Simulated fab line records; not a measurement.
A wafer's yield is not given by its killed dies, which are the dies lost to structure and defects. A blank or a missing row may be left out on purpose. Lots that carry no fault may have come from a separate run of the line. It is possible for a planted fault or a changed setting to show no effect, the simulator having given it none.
Split-lot trial + flow n5Finfet + route with 1938 steps; 7 lots, 21 wafers read

ON THE SPLIT
At N5_DUMMY_GATE_CVD_03 (deposits a-Si from SiH4, target thk 150 nm, time 8042 s), the setting tempC was moved away from the recipe's 530 C on 6 of the 21 wafers read, by +1.3% to +4.2%. All remaining wafers had this setting at the recipe value.

Reading taken at the split's own step.

THE READING
a-Si_of_DUMMY_GATE_CVD_03.thkNm (the simulator's own value, which no gauge read), in nm, at N5_DUMMY_GATE_CVD_03 (deposits a-Si from SiH4, target thk 150 nm, time 8042 s). No usual value for it is given in the file. Here, 15 wafers ran the recipe; their average is 149.7 nm with a standard deviation of 1.6 nm.

| wafer  | tool, chamber at the split | tempC as run, C | against the recipe | a-Si_of_DUMMY_GATE_CVD_03.thkNm, nm | against lot-mates on the recipe |
|--------|----------------------------|-----------------|--------------------|-------------------------------------|---------------------------------|
| L074.2 | -, -                       | 552             | +4.2%              | 272.8                               | no lot-mate on the recipe       |
| L074.4 | -, -                       | 552             | +4.2%              | 273.4                               | no lot-mate on the recipe       |
| L074.5 | -, -                       | 552             | +4.2%              | 272.6                               | no lot-mate on the recipe       |
| L079.1 | -, -                       | 530             | recipe             | 149                                 | -                               |
| L079.2 | -, -                       | 530             | recipe             | 148.2                               | -                               |
| L079.6 | -, -                       | 530             | recipe             | 149.6                               | -                               |
| L086.2 | -, -                       | 530             | recipe             | 149.4                               | -                               |
| L086.5 | -, -                       | 530             | recipe             | 149.8                               | -                               |
| L086.6 | -, -                       | 530             | recipe             | 149.8                               | -                               |
| L087.1 | -, -                       | 530             | recipe             | 149.4                               | -                               |
| L087.3 | -, -                       | 530             | recipe             | 151.4                               | -                               |
| L087.4 | -, -                       | 530             | recipe             | 150.6                               | -                               |
| L088.2 | lpcvd-01, 0/70             | 530             | recipe             | 151.8                               | -                               |
| L088.4 | lpcvd-01, 0/79             | 530             | recipe             | 151.6                               | -                               |
| L088.6 | lpcvd-01, 0/89             | 530             | recipe             | 152.4                               | -                               |
| L089.1 | -, -                       | 530             | recipe             | 147                                 | -                               |
| L089.3 | -, -                       | 530             | recipe             | 147.6                               | -                               |
| L089.5 | -, -                       | 530             | recipe             | 147.2                               | -                               |
| L090.3 | -, -                       | 536.8           | +1.3%              | 180.6                               | no lot-mate on the recipe       |
| L090.5 | -, -                       | 536.8           | +1.3%              | 180.4                               | no lot-mate on the recipe       |
| L090.6 | -, -                       | 536.8           | +1.3%              | 180.2                               | no lot-mate on the recipe       |

THE FIT
A straight line over all 21 wafers: a-Si_of_DUMMY_GATE_CVD_03.thkNm changes by +29.4 nm for each +1% of tempC; r = +1.00; the points scatter about the line by 3 nm.
Too few moved wafers have a lot-mate on the recipe to fit a line with each lot's own level taken away.

FILE'S OWN FIT
a-Si_of_DUMMY_GATE_CVD_03.thkNm changes by +29.4 nm for each +1% of tempC, r = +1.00.
